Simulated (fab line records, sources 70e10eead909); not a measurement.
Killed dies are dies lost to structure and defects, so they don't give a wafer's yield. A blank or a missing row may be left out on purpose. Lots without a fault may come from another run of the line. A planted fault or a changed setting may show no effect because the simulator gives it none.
Which tool did it? | flow nand_harc | 6 lots, 18 wafers sampled, at 4 steps of a route of 1302

WHAT THE GAUGES READ, wafer by wafer
NHARC_A_CONTACT_CD_MEAS_42: target cd 300 nm.
lot  | measured     | on        | cd_nm (nm)
L868 | day 21 20:56 | cd_sem-03 | 300.0 299.7 300.1
L873 | day 24 10:06 | cd_sem-01 | 300.2 300.1 300.5
L876 | day 25 17:37 | cd_sem-03 | 300.4 299.8 299.8
L883 | day 27 14:51 | cd_sem-03 | 321.1 320.4 321.4
L886 | day 29 21:58 | cd_sem-01 | 317.1 317.4 317.5
L889 | day 30 21:16 | cd_sem-02 | 301.0 300.0 301.0

WHICH TOOL RAN EACH LOT (tool, then ch and the chambers of the sampled wafers, then the start)
lot  | NHARC_A_WL_FILL_ALD_19              | NHARC_A_WL_FILL_CVD_20                   | NHARC_A_CONTACT_EXPOSE_39
L868 | ald_metal-04 ch 1,3, day 21 14:21   | cvd_w-02 ch 0, day 21 20:47 or earlier   | arfi_scanner-03 ch 0, day 21 20:47
L873 | ald_metal-04 ch 0,2,3, day 23 22:58 | cvd_w-02 ch 0, day 24 09:58 or earlier   | arfi_scanner-01 ch 0, day 24 09:58
L876 | ald_metal-01 ch 0,2, day 25 09:32   | cvd_w-01 ch 0,1, day 25 17:28 or earlier | arfi_scanner-01 ch 0, day 25 17:28
L883 | ald_metal-01 ch 0,1,2, day 27 07:08 | cvd_w-01 ch 0,1, day 27 14:43 or earlier | arfi_scanner-03 ch 0, day 27 14:43
L886 | ald_metal-02 ch 0,1,2, day 29 10:37 | cvd_w-01 ch 1, day 29 21:49 or earlier   | arfi_scanner-03 ch 0, day 29 21:49
L889 | ald_metal-02 ch 0,3, day 30 14:43   | cvd_w-02 ch 0,1, day 30 21:08 or earlier | arfi_scanner-02 ch 0, day 30 21:08
- NHARC_A_WL_FILL_ALD_19: deposits TiN, target thk 2 nm, pulse time 3 s, ald cycles 100.
- NHARC_A_WL_FILL_CVD_20: deposits W, target thk 100 nm, time 74 s.
- NHARC_A_CONTACT_EXPOSE_39: exposes mask A CC 3.

THE ANSWER, worked out from the rows above alone
Rule: what is usual is taken from the lots themselves. Put in order of their means at a reading, lots are off if they are a third of the lots or fewer, leave a main group of 4 or more, and stand apart from it by a gap of 3 or more times the standard deviation of the main group's means; of several such gaps the widest counts. A main group whose means are all the same, to the digits that the tables above print for the reading, isn't used. A lot without any number at a reading at which 4 lots or more have one is off too. The other lots that the step has rows for count as sound.
Off: L883, L886, at NHARC_A_CONTACT_CD_MEAS_42 (cd_nm). The main group: mean 300.2 nm, standard deviation 0.29.
A tool fits if, at a process step before that reading, it ran every lot that is off, and no sound lot after the first of them. The gauges at NHARC_A_CONTACT_CD_MEAS_42 are tried like those tools. NHARC_A_WL_FILL_CVD_20 gives no start for some lots, so the hours and the order of its lots are those of NHARC_A_CONTACT_EXPOSE_39. Can't be told from this: 2 tools fit, cvd_w-01 at NHARC_A_WL_FILL_CVD_20, arfi_scanner-03 at NHARC_A_CONTACT_EXPOSE_39.

WHAT THE SIMULATOR HAD PUT IN
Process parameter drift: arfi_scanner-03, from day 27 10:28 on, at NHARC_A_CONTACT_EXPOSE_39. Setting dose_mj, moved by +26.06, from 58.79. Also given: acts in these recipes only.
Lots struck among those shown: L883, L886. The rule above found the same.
